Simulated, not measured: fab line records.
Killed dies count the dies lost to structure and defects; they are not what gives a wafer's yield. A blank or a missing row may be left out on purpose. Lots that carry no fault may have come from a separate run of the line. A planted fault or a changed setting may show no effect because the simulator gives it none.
fab line records	flow nandHarc
[record] lots = 24	wafers = 72	lastDay = 24
route steps=1159 shown P_BONDPAD@385 A_SOURCE_PLATE@416 A_ONON_D1@441 A_CHANNEL_HOLE_D1@462 A_CHANNEL_FILL_D1@509 A_STAIRCASE@548
lots untouched by any fault: they come from a run of this same line in which no faults occurred
startH: the number of hours between the record's first day and the start of the first shown wafer of the lot	waitH: how many hours have passed since the lot's step before this one	" as in the row above	L1.1+2: a row that stands for several wafers	- either no value or no given start	* or withheld: withheld	< > ~ a bound
route shown NAME@n: names a module that has steps shown in the file, with the first one's number in the route	usual: average and standard deviation across the fault-free wafers	same: alike in all rows	chamber/n: place in a boat	sites: the reading at each site	_std_site: the values' standard deviation	_edge_site: mean of outer sites minus mean of inner sites	radiusMm: how far each site lies from the wafer's centre	mask NAME#n: copy n	behind: the tool/chamber that last shaped the wafer	hold: reason for holding the lot/hours on hold/outcome of the hold	device: transistor that didn't switch, given as n, p or np	end of line: the route-end tests of the same wafers	where a step has no rows: the recipe by itself	killed: the dies lost at the first sort to structure and to defects; this is not the yield of the wafer	map: per-die view of a wafer (x killed, . not killed, _ where there is no die)
set.NAME: the setting the step ran with; set.NAME@STEP: the setting that earlier step ran with	model.NAME: the simulator's own value behind a step, which no gauge read
a sample of lots followed through the steps of the route, with each step as a table and each wafer as a row
services: a tool's chamber out of use, with start hour (startH, from the record's first day; less than 0 if before it), hours out, and reason
[[steps]]
[step NHARC_P_BONDPAD_INSPECT_23]
[usual] rawDefectCount = 330/110
lot.wafer	tool	chamber	startH	waitH	rawDefectCount
L076.1	defectInspect-02	-	152.80	0.0	410
L076.5	"	-	"	"	353
L076.6	"	-	"	"	432
L074.2	defectInspect-02	-	153.49	0.0	448
L074.3	"	-	"	"	438
L074.4	"	-	"	"	728
L077.1	defectInspect-01	-	153.85	0.0	188
L077.5	"	-	"	"	236
L077.6	"	-	"	"	231
L075.3	defectInspect-01	-	154.60	0.0	158
L075.4	"	-	"	"	271
L075.6	"	-	"	"	126
L078.1	defectInspect-01	-	159.64	0.0	329
L078.2	"	-	"	"	231
L078.4	"	-	"	"	213
L079.1	defectInspect-02	-	163.53	0.0	288
L079.2	"	-	"	"	156
L079.6	"	-	"	"	273
L080.1	defectInspect-01	-	168.92	0.0	297
L080.3	"	-	"	"	295
L080.6	"	-	"	"	205
L081.1	defectInspect-01	-	170.00	0.0	450
L081.2	"	-	"	"	339
L081.6	"	-	"	"	186
L082.2	defectInspect-01	-	189.02	0.0	288
L082.3	"	-	"	"	267
L082.6	"	-	"	"	345
L084.1	defectInspect-02	-	193.91	0.0	291
L084.2	"	-	"	"	295
L084.5	"	-	"	"	398
L083.1	defectInspect-02	-	201.82	0.0	272
L083.3	"	-	"	"	254
L083.6	"	-	"	"	500
L085.1	defectInspect-02	-	209.85	0.0	303
L085.4	"	-	"	"	607
L085.6	"	-	"	"	471
L088.2	defectInspect-01	-	211.58	0.0	479
L088.3	"	-	"	"	219
L088.6	"	-	"	"	382
L086.1	defectInspect-01	-	211.86	0.0	222
L086.5	"	-	"	"	235
L086.6	"	-	"	"	292
L087.1	defectInspect-02	-	223.26	0.0	380
L087.3	"	-	"	"	193
L087.4	"	-	"	"	255
L089.1	defectInspect-01	-	228.26	0.0	284
L089.5	"	-	"	"	350
L089.6	"	-	"	"	400
L090.4	defectInspect-02	-	230.37	0.0	577
L090.5	"	-	"	"	350
L090.6	"	-	"	"	427
L091.1	defectInspect-01	-	240.59	0.0	321
L091.3	"	-	"	"	338
L091.4	"	-	"	"	591
L092.4	defectInspect-02	-	241.41	0.1	495
L092.5	"	-	"	"	300
L092.6	"	-	"	"	274
L093.1	defectInspect-01	-	248.48	0.0	350
L093.3	"	-	"	"	297
L093.4	"	-	"	"	243
L094.4	defectInspect-02	-	248.95	0.0	347
L094.5	"	-	"	"	344
L094.6	"	-	"	"	361
L095.1	defectInspect-02	-	266.59	0.0	337
L095.2	"	-	"	"	243
L095.4	"	-	"	"	278
L096.3	defectInspect-02	-	267.47	0.0	376
L096.4	"	-	"	"	297
L096.6	"	-	"	"	495
L097.1	defectInspect-01	-	274.17	0.0	207
L097.2	"	-	"	"	428
L097.4	"	-	"	"	255
[step NHARC_A_SOURCE_PLATE_THK_MEAS_09]
[recipe] thkMeasGauge = ellipsometry
[usual] thkNm = 9.6/1.1
lot.wafer	tool	chamber	startH	waitH	thkNm
L076.1	filmMetro-02	-	163.59	0.4	7.9
L076.5	"	-	"	"	9.0
L076.6	"	-	"	"	10.5
L074.2	filmMetro-01	-	163.59	0.4	8.9
L074.3	"	-	"	"	7.9
L074.4	"	-	"	"	9.8
L077.1	filmMetro-02	-	163.60	0.4	11.4
L077.5	"	-	"	"	8.6
L077.6	"	-	"	"	9.7
L075.3	filmMetro-01	-	163.62	0.4	7.4
L075.4	"	-	"	"	9.8
L075.6	"	-	"	"	8.3
L078.1	filmMetro-01	-	169.78	0.4	9.4
L078.2	"	-	"	"	9.7
L078.4	"	-	"	"	9.8
L079.1	filmMetro-02	-	173.33	0.4	8.3
L079.2	"	-	"	"	8.1
L079.6	"	-	"	"	8.8
L080.1	filmMetro-02	-	179.06	0.4	10.8
L080.3	"	-	"	"	12.0
L080.6	"	-	"	"	10.5
L081.1	filmMetro-02	-	179.07	0.4	10.4
L081.2	"	-	"	"	9.3
L081.6	"	-	"	"	12.8
L082.2	filmMetro-01	-	199.22	0.4	12.3
L082.3	"	-	"	"	10.2
L082.6	"	-	"	"	11.2
L084.1	filmMetro-01	-	205.05	0.4	8.0
L084.2	"	-	"	"	8.9
L084.5	"	-	"	"	9.2
L083.1	filmMetro-01	-	212.01	0.4	9.8
L083.3	"	-	"	"	9.8
L083.6	"	-	"	"	9.8
L085.1	filmMetro-02	-	219.80	0.4	9.2
L085.4	"	-	"	"	8.4
L085.6	"	-	"	"	10.1
L088.2	filmMetro-01	-	219.80	0.4	10.3
L088.3	"	-	"	"	9.1
L088.6	"	-	"	"	10.7
L086.1	filmMetro-02	-	219.82	0.4	9.9
L086.5	"	-	"	"	10.4
L086.6	"	-	"	"	8.7
L087.1	filmMetro-02	-	236.51	0.4	8.6
L087.3	"	-	"	"	9.6
L087.4	"	-	"	"	10.5
L089.1	filmMetro-01	-	236.51	0.4	8.4
L089.5	"	-	"	"	8.2
L089.6	"	-	"	"	9.7
L090.4	filmMetro-02	-	240.25	0.4	9.0
L090.5	"	-	"	"	10.0
L090.6	"	-	"	"	11.0
L091.1	filmMetro-01	-	253.55	0.4	11.9
L091.3	"	-	"	"	11.2
L091.4	"	-	"	"	11.0
L092.4	filmMetro-02	-	253.55	0.4	8.6
L092.5	"	-	"	"	11.2
L092.6	"	-	"	"	9.8
L093.1	filmMetro-02	-	260.80	0.4	10.7
L093.3	"	-	"	"	9.0
L093.4	"	-	"	"	9.0
L094.4	filmMetro-01	-	260.80	0.4	9.1
L094.5	"	-	"	"	10.9
L094.6	"	-	"	"	10.5
L095.1	filmMetro-01	-	278.53	0.4	10.9
L095.2	"	-	"	"	9.1
L095.4	"	-	"	"	10.2
L096.3	filmMetro-02	-	278.53	0.4	9.3
L096.4	"	-	"	"	9.5
L096.6	"	-	"	"	11.5
L097.1	filmMetro-01	-	284.12	0.4	8.7
L097.2	"	-	"	"	9.3
L097.4	"	-	"	"	9.7
[step NHARC_A_ONON_D1_THK_MEAS_24]
[recipe] thkMeasGauge = ellipsometry
[usual] thkNm = 1001/9.5
lot.wafer	tool	chamber	startH	waitH	thkNm
L076.1	filmMetro-02	-	188.08	-	996
L076.5	"	-	"	"	994
L076.6	"	-	"	"	994
L074.2	filmMetro-01	-	188.21	-	986
L074.3	"	-	"	"	984
L074.4	"	-	"	"	986
L077.1	filmMetro-01	-	188.35	-	1005
L077.5	"	-	"	"	1005
L077.6	"	-	"	"	1004
L075.3	filmMetro-02	-	188.56	-	999
L075.4	"	-	"	"	997
L075.6	"	-	"	"	1000
L078.1	filmMetro-01	-	194.76	-	992
L078.2	"	-	"	"	992
L078.4	"	-	"	"	993
L079.1	filmMetro-02	-	197.82	-	1003
L079.2	"	-	"	"	1003
L079.6	"	-	"	"	1004
L080.1	filmMetro-02	-	203.55	-	1000
L080.3	"	-	"	"	999
L080.6	"	-	"	"	998
L081.1	filmMetro-01	-	203.56	-	997
L081.2	"	-	"	"	998
L081.6	"	-	"	"	996
L084.1	filmMetro-01	-	230.56	-	997
L084.2	"	-	"	"	995
L084.5	"	-	"	"	995
L082.2	filmMetro-02	-	230.56	-	1016
L082.3	"	-	"	"	1019
L082.6	"	-	"	"	1017
L083.1	filmMetro-02	-	236.39	-	999
L083.3	"	-	"	"	1000
L083.6	"	-	"	"	1002
L086.1	filmMetro-02	-	244.11	-	1019
L086.5	"	-	"	"	1020
L086.6	"	-	"	"	1020
L088.2	filmMetro-01	-	244.12	-	1006
L088.3	"	-	"	"	1004
L088.6	"	-	"	"	1005
L085.1	filmMetro-02	-	244.15	-	1011
L085.4	"	-	"	"	1011
L085.6	"	-	"	"	1010
L087.1	filmMetro-01	-	261.93	-	1005
L087.3	"	-	"	"	1009
L087.4	"	-	"	"	1009
L089.1	filmMetro-02	-	261.94	-	989
L089.5	"	-	"	"	991
L089.6	"	-	"	"	988
L090.4	filmMetro-02	-	272.03	-	1010
L090.5	"	-	"	"	1012
L090.6	"	-	"	"	1011
L091.1	filmMetro-01	-	279.91	-	1007
L091.3	"	-	"	"	1006
L091.4	"	-	"	"	1008
L092.4	filmMetro-02	-	279.92	-	991
L092.5	"	-	"	"	989
L092.6	"	-	"	"	992
L093.1	filmMetro-01	-	285.97	-	995
L093.3	"	-	"	"	993
L093.4	"	-	"	"	993
L094.4	filmMetro-02	-	285.98	-	1009
L094.5	"	-	"	"	1010
L094.6	"	-	"	"	1006
L095.1	filmMetro-02	-	302.75	-	988
L095.2	"	-	"	"	987
L095.4	"	-	"	"	988
L096.3	filmMetro-02	-	302.77	-	988
L096.4	"	-	"	"	988
L096.6	"	-	"	"	986
L097.1	filmMetro-02	-	308.41	-	1011
L097.2	"	-	"	"	1010
L097.4	"	-	"	"	1011
[step NHARC_A_CHANNEL_HOLE_D1_CD_MEAS_10]
[recipe] targetCdNm = 100	landingEnergyEv = 500
[usual] cdNm = 100.1/0.46
lot.wafer	tool	chamber	startH	waitH	cdNm
L076.1	cdSem-02	0	192.48	-	100.0
L076.5	"	0	"	"	99.6
L076.6	"	0	"	"	100.2
L074.2	cdSem-01	0	194.02	-	100.6
L074.3	"	0	"	"	100.8
L074.4	"	0	"	"	100.4
L077.1	cdSem-01	0	194.18	-	100.3
L077.5	"	0	"	"	100.1
L077.6	"	0	"	"	100.6
L075.3	cdSem-03	0	194.41	-	99.6
L075.4	"	0	"	"	100.0
L075.6	"	0	"	"	99.9
L078.1	cdSem-03	0	200.25	-	100.5
L078.2	"	0	"	"	100.2
L078.4	"	0	"	"	99.6
L079.1	cdSem-02	0	202.45	-	99.4
L079.2	"	0	"	"	99.8
L079.6	"	0	"	"	99.6
L081.1	cdSem-01	0	208.13	-	100.5
L081.2	"	0	"	"	101.0
L081.6	"	0	"	"	100.6
L080.1	cdSem-02	0	208.43	-	100.3
L080.3	"	0	"	"	98.9
L080.6	"	0	"	"	100.6
L082.2	cdSem-03	0	239.18	-	100.5
L082.3	"	0	"	"	100.1
L082.6	"	0	"	"	99.9
L084.1	cdSem-03	0	239.76	-	100.5
L084.2	"	0	"	"	100.9
L084.5	"	0	"	"	100.0
L083.1	cdSem-01	0	242.80	-	100.3
L083.3	"	0	"	"	100.7
L083.6	"	0	"	"	100.4
L086.1	cdSem-02	0	248.56	-	99.5
L086.5	"	0	"	"	99.9
L086.6	"	0	"	"	100.0
L088.2	cdSem-03	0	248.91	-	99.8
L088.3	"	0	"	"	100.3
L088.6	"	0	"	"	99.7
L085.1	cdSem-02	0	250.06	-	99.5
L085.4	"	0	"	"	100.2
L085.6	"	0	"	"	99.9
L087.1	cdSem-01	0	266.32	-	100.2
L087.3	"	0	"	"	100.3
L087.4	"	0	"	"	100.4
L089.1	cdSem-02	0	266.62	-	100.2
L089.5	"	0	"	"	99.8
L089.6	"	0	"	"	100.0
L090.4	cdSem-02	0	276.45	-	100.0
L090.5	"	0	"	"	100.0
L090.6	"	0	"	"	99.8
L091.1	cdSem-01	0	285.68	-	100.2
L091.3	"	0	"	"	99.8
L091.4	"	0	"	"	99.6
L092.4	cdSem-03	0	286.55	-	100.7
L092.5	"	0	"	"	99.6
L092.6	"	0	"	"	100.2
L093.1	cdSem-01	0	292.45	-	100.4
L093.3	"	0	"	"	99.8
L093.4	"	0	"	"	99.2
L094.4	cdSem-02	0	292.64	-	100.9
L094.5	"	0	"	"	100.0
L094.6	"	0	"	"	100.8
L095.1	cdSem-02	0	307.15	-	99.5
L095.2	"	0	"	"	100.1
L095.4	"	0	"	"	99.9
L096.3	cdSem-02	0	307.42	-	100.4
L096.4	"	0	"	"	99.8
L096.6	"	0	"	"	100.8
L097.1	cdSem-01	0	312.69	-	100.7
L097.2	"	0	"	"	99.3
L097.4	"	0	"	"	100.2
[step NHARC_A_CHANNEL_FILL_D1_STRIP_29]
[recipe] timeS = 20	o2FlowSccm = 500	arFlowSccm = 0	biasW = 0	chemistry = O2
[usual] drypumpMotorCurrentA = 5.7/0.5	oesProductAu = 0.996/0.0098	rfVppV = 57.8/0.88	showerheadPlenumPTorr = 3.55/0.17	throttleValvePct = 17.036/0.0088
lot.wafer	tool	chamber	startH	waitH	drypumpMotorCurrentA	oesProductAu	rfHoursCounterH	rfVppV	showerheadPlenumPTorr	throttleValvePct
L074.2	rieDiel-10	3	-	-	6.4	0.990	1	58.9	3.56	17.018
L074.4	"	1	"	"	5.0	0.992	1	57.5	3.76	17.042
L074.3	"	2	"	"	5.8	0.985	1	57.6	3.73	17.042
L076.1	rieDiel-11	1	-	-	5.5	1.015	2	58.0	3.56	17.035
L076.5	"	1	"	"	5.5	1.015	-	58.7	3.56	17.042
L076.6	"	2	"	"	5.6	0.993	-	57.4	3.35	17.051
L075.3	rieDiel-10	3	-	-	6.4	0.997	1	58.5	3.56	17.031
L075.4	"	0	"	"	4.9	0.984	1	57.0	3.38	17.030
L075.6	"	3	"	"	6.4	0.991	-	57.9	3.56	17.036
L079.1	rieDiel-11	0	-	-	5.6	1.014	2	57.2	3.31	17.049
L079.2	"	1	"	"	5.5	1.018	2	59.1	3.56	17.052
L079.6	"	3	"	"	6.1	0.996	-	59.4	3.76	17.017
L077.1	rieDiel-13	3	-	-	6.0	0.987	28	58.4	3.62	17.040
L077.6	"	0	"	"	5.2	0.987	-	57.3	3.36	17.039
L077.5	"	1	"	"	5.4	0.973	-	57.9	3.39	17.034
L078.2	rieDiel-10	2	250.60	0.1	5.8	0.994	2	58.4	3.73	17.030
L078.1	"	1	"	"	5.0	1.006	2	58.3	3.76	17.051
L078.4	"	1	"	"	5.0	1.001	-	58.2	3.76	17.037
L081.2	rieDiel-11	0	-	-	5.6	0.988	2	57.5	3.31	17.032
L081.1	"	2	"	"	5.6	1.012	2	56.3	3.35	17.040
L081.6	"	3	"	"	6.1	0.993	-	58.1	3.76	17.043
L080.3	rieDiel-13	2	-	-	5.9	1.002	28	57.1	3.40	17.046
L080.1	"	3	"	"	6.0	0.990	29	56.9	3.62	17.051
L080.6	"	1	"	"	5.5	0.978	-	58.0	3.39	17.028
L084.1	rieDiel-11	1	-	-	5.5	1.011	4	60.2	3.55	17.033
L084.2	"	0	"	"	5.6	0.995	3	56.5	3.31	17.037
L084.5	"	2	"	"	5.6	0.991	-	56.4	3.35	17.028
L082.2	rieDiel-10	2	-	-	5.8	0.988	2	56.0	3.73	17.020
L082.3	"	1	"	"	5.0	1.008	3	58.0	3.76	17.051
L082.6	"	2	"	"	5.8	0.999	-	58.3	3.73	17.035
L083.3	rieDiel-10	2	-	-	5.8	0.992	2	58.9	3.73	17.033
L083.1	"	0	"	"	4.9	0.985	2	56.3	3.37	17.007
L083.6	"	3	"	"	6.4	1.017	-	57.0	3.56	17.041
L086.1	rieDiel-10	2	-	-	5.8	0.991	3	57.3	3.73	17.014
L086.6	"	1	"	"	5.0	0.993	-	58.1	3.76	17.040
L086.5	"	2	"	"	5.8	0.983	-	58.5	3.73	17.055
L088.2	rieDiel-13	2	-	-	6.0	1.000	2	58.1	3.40	17.029
L088.3	"	3	"	"	5.9	0.996	2	58.6	3.62	17.042
L088.6	"	1	"	"	5.5	1.005	-	58.0	3.39	17.034
L085.4	rieDiel-10	1	-	-	5.0	0.999	3	59.2	3.76	17.031
L085.1	"	2	"	"	5.8	0.987	3	56.6	3.73	17.020
L085.6	"	0	"	"	4.9	0.994	-	57.3	3.37	17.039
L089.1	rieDiel-11	2	-	-	5.6	0.985	4	57.2	3.35	17.034
L089.6	"	3	"	"	6.1	1.003	-	57.7	3.76	17.044
L089.5	"	0	"	"	5.6	1.007	-	57.1	3.31	17.037
L087.4	rieDiel-10	0	-	-	4.9	0.982	3	56.6	3.37	17.028
L087.1	"	1	"	"	5.0	1.001	3	58.1	3.76	17.045
L087.3	"	2	"	"	5.8	0.986	3	59.4	3.73	17.031
L090.4	rieDiel-10	0	-	-	4.9	0.981	3	57.6	3.37	17.034
L090.6	"	2	"	"	5.8	0.985	-	57.3	3.73	17.048
L090.5	"	3	"	"	6.4	0.994	-	57.6	3.56	17.039
L091.4	rieDiel-10	3	-	-	6.4	1.007	4	59.1	3.56	17.030
L091.3	"	0	"	"	4.9	1.003	4	57.9	3.37	17.040
L091.1	"	1	"	"	5.0	1.012	4	58.6	3.76	17.052
L092.4	rieDiel-10	1	-	-	5.0	0.998	4	58.3	3.76	17.057
L092.6	"	1	"	"	5.0	1.002	-	57.1	3.76	17.026
L092.5	"	2	"	"	5.8	0.996	-	57.8	3.73	17.028
L094.4	rieDiel-11	2	-	-	5.6	1.014	5	56.0	3.35	17.045
L094.5	"	3	"	"	6.1	0.999	-	57.8	3.76	17.025
L094.6	"	0	"	"	5.6	1.007	-	57.0	3.30	17.028
L093.1	rieDiel-10	2	-	-	5.8	0.989	4	57.3	3.73	17.041
L093.3	"	3	"	"	6.4	0.985	4	58.1	3.56	17.021
L093.4	"	0	"	"	4.9	0.993	4	57.1	3.37	17.043
L095.1	rieDiel-11	2	-	-	5.6	0.980	6	56.8	3.35	17.038
L095.2	"	0	"	"	5.6	0.996	6	57.6	3.30	17.024
L095.4	"	1	"	"	5.5	1.003	6	57.6	3.55	17.034
L096.4	rieDiel-11	3	-	-	6.1	0.993	6	57.9	3.76	17.037
L096.3	"	1	"	"	5.5	1.005	6	57.5	3.55	17.032
L096.6	"	3	"	"	6.1	0.988	-	58.9	3.76	17.041
L097.2	rieDiel-10	3	-	-	6.5	1.004	0	57.6	3.56	17.039
L097.4	"	0	"	"	4.9	1.018	0	56.8	3.37	17.035
L097.1	"	1	"	"	5.0	1.001	0	59.0	3.76	17.021
[step NHARC_A_STAIRCASE_TRIM_12]
[recipe] timeS = 211.2	o2FlowSccm = 500	arFlowSccm = 0	biasW = 0	chemistry = O2
[usual] drypumpMotorCurrentA = 5.7/0.43	oesProductAu = 1.002/0.0095	rfVppV = 57.6/0.88	showerheadPlenumPTorr = 3.47/0.13	throttleValvePct = 17.036/0.0084
lot.wafer	tool	chamber	startH	waitH	drypumpMotorCurrentA	oesProductAu	rfHoursCounterH	rfVppV	showerheadPlenumPTorr	throttleValvePct
L076.1	rieDiel-08	0	252.72	0.1	5.8	1.013	45	56.9	3.34	17.024
L076.5	"	1	"	"	5.5	0.997	-	58.1	3.49	17.032
L076.6	"	2	"	"	6.0	0.983	-	58.4	3.39	17.045
L074.4	rieDiel-07	0	253.01	0.1	5.8	1.014	2	58.0	3.77	17.040
L074.2	"	1	"	"	5.7	1.014	2	59.3	3.51	17.042
L074.3	"	2	"	"	5.9	1.007	2	58.2	3.56	17.031
L075.3	rieDiel-08	0	255.37	0.2	5.8	1.007	46	57.1	3.34	17.032
L075.4	"	2	"	"	6.0	0.990	-	58.2	3.39	17.026
L075.6	"	0	"	"	5.8	1.022	-	58.6	3.34	17.032
L079.1	rieDiel-01	0	259.95	0.1	6.7	1.004	44	57.9	3.31	17.027
L079.2	"	1	"	"	5.1	1.020	46	57.5	3.36	17.036
L079.6	"	2	"	"	6.0	0.998	-	57.1	3.63	17.021
L077.1	rieDiel-07	0	260.22	0.1	5.8	1.018	4	58.3	3.77	17.029
L077.5	"	1	"	"	5.6	1.003	-	57.5	3.51	17.027
L077.6	"	2	"	"	5.9	1.010	-	58.0	3.56	17.021
L078.2	rieDiel-07	0	260.36	0.1	5.9	1.012	4	58.5	3.77	17.039
L078.1	"	2	"	"	5.9	1.007	4	59.3	3.56	17.038
L078.4	"	3	"	"	5.2	0.995	4	59.3	3.50	17.044
L080.3	rieDiel-01	3	267.19	0.1	5.3	0.981	45	57.7	3.48	17.046
L080.1	"	1	"	"	5.1	1.009	50	58.1	3.36	17.033
L080.6	"	0	"	"	6.7	1.005	-	57.0	3.31	17.024
L081.2	rieDiel-07	1	267.50	0.1	5.7	1.010	8	58.0	3.51	17.025
L081.1	"	3	"	"	5.3	0.998	6	57.2	3.50	17.041
L081.6	"	1	"	"	5.6	1.012	-	57.4	3.51	17.039
L082.3	rieDiel-01	0	299.46	0.1	6.7	0.996	60	57.5	3.30	17.030
L082.2	"	1	"	"	5.1	0.993	63	58.0	3.35	17.055
L082.6	"	1	"	"	5.1	1.005	-	56.3	3.35	17.053
L084.2	rieDiel-08	3	299.52	0.1	5.5	1.012	62	56.4	3.33	17.030
L084.1	"	0	"	"	5.8	1.009	62	56.1	3.33	17.044
L084.5	"	0	"	"	5.7	1.015	-	56.4	3.33	17.038
L083.1	rieDiel-07	1	303.37	0.1	5.6	1.016	17	57.8	3.50	17.031
L083.3	"	2	"	"	6.0	1.015	18	57.4	3.55	17.031
L083.6	"	0	"	"	5.9	1.003	-	58.0	3.76	17.032
L086.1	rieDiel-01	2	307.36	0.1	6.1	1.001	61	59.1	3.62	17.045
L086.5	"	1	"	"	5.1	1.002	-	58.3	3.35	17.034
L086.6	"	2	"	"	6.0	0.998	-	59.7	3.62	17.036
L088.2	rieDiel-01	2	307.57	0.1	6.0	0.986	61	57.0	3.62	17.039
L088.3	"	3	"	"	5.4	0.982	58	57.7	3.47	17.035
L088.6	"	2	"	"	6.0	0.985	-	56.4	3.62	17.041
L085.1	rieDiel-01	1	311.32	0.1	5.1	1.011	68	57.9	3.34	17.048
L085.4	"	3	"	"	5.4	0.992	60	57.0	3.47	17.040
L085.6	"	2	"	"	6.0	0.992	-	57.2	3.62	17.040
L087.1	rieDiel-07	1	326.69	0.1	5.7	0.999	29	56.6	3.49	17.025
L087.3	"	2	"	"	6.0	0.993	31	57.3	3.55	17.026
L087.4	"	3	"	"	5.3	0.988	-	56.4	3.49	17.028
L089.1	rieDiel-01	3	327.03	0.1	5.4	0.988	1	56.5	3.47	17.039
L089.5	"	2	"	"	6.0	1.004	-	57.7	3.61	17.041
L089.6	"	3	"	"	5.4	0.987	-	57.8	3.47	17.033
L090.4	rieDiel-08	1	339.07	0.1	5.5	0.988	12	57.2	3.48	17.035
L090.5	"	3	"	"	5.6	1.013	-	57.4	3.32	17.035
L090.6	"	0	"	"	5.8	0.992	-	58.3	3.32	17.036
L091.1	rieDiel-07	3	349.26	0.1	5.3	0.989	39	59.8	3.48	17.036
L091.4	"	0	"	"	5.8	1.010	34	59.0	3.75	17.042
L091.3	"	1	"	"	5.7	1.009	38	56.7	3.49	17.046
L092.4	rieDiel-01	0	349.66	0.1	6.7	1.012	10	58.1	3.29	17.031
L092.5	"	3	"	"	5.4	1.008	-	57.7	3.46	17.040
L092.6	"	0	"	"	6.7	1.020	-	57.3	3.29	17.029
L094.4	rieDiel-07	3	352.98	0.1	5.3	0.991	40	57.1	3.48	17.025
L094.5	"	0	"	"	5.8	1.009	-	58.6	3.75	17.028
L094.6	"	1	"	"	5.6	0.999	-	57.9	3.49	17.043
L093.4	rieDiel-01	3	353.16	0.1	5.3	0.995	12	58.1	3.46	17.025
L093.3	"	0	"	"	6.7	1.007	12	58.3	3.29	17.054
L093.1	"	2	"	"	6.1	1.001	10	57.1	3.61	17.039
L095.4	rieDiel-08	3	368.18	0.1	5.5	1.005	26	56.6	3.31	17.033
L095.1	"	0	"	"	5.7	1.001	25	57.0	3.31	17.029
L095.2	"	2	"	"	6.0	0.995	23	56.6	3.37	17.043
L096.3	rieDiel-08	1	371.34	0.2	5.5	1.002	16	59.1	3.48	17.057
L096.4	"	3	"	"	5.6	1.012	26	57.0	3.31	17.033
L096.6	"	0	"	"	5.8	1.003	-	56.9	3.31	17.035
L097.2	rieDiel-07	3	377.39	0.1	5.3	0.998	52	58.7	3.47	17.029
L097.4	"	0	"	"	5.8	1.009	46	58.9	3.74	17.052
L097.1	"	2	"	"	5.9	1.006	51	58.9	3.54	17.029
[[services]]
tool	chamber	startH	hours	kind
rieDiel-07	-	228.51	9.0	pm
rieDiel-10	0	234.50	-	clean
rieDiel-10	1	234.50	-	clean
rieDiel-10	2	234.50	-	clean
rieDiel-10	3	234.50	-	clean
rieDiel-08	-	236.07	1.2	repair
rieDiel-13	-	237.43	0.3	repair
rieDiel-10	0	248.10	6.1	repair
rieDiel-10	2	252.95	12.7	repair
rieDiel-08	3	254.08	6.2	repair
rieDiel-10	0	259.00	-	clean
rieDiel-10	1	259.00	-	clean
rieDiel-10	3	259.00	-	clean
rieDiel-13	-	276.06	9.0	pm
rieDiel-10	2	279.70	4.8	repair
rieDiel-10	0	283.50	-	clean
rieDiel-08	-	302.88	9.0	pm
rieDiel-10	0	306.87	1.8	repair
rieDiel-01	-	314.93	9.0	pm
rieDiel-08	-	321.30	0.4	repair
rieDiel-08	1	348.57	18.6	repair
rieDiel-10	-	350.79	3.0	repair
rieDiel-11	-	366.63	9.0	pm
rieDiel-10	-	375.63	0.8	repair
[[key]]
fault none
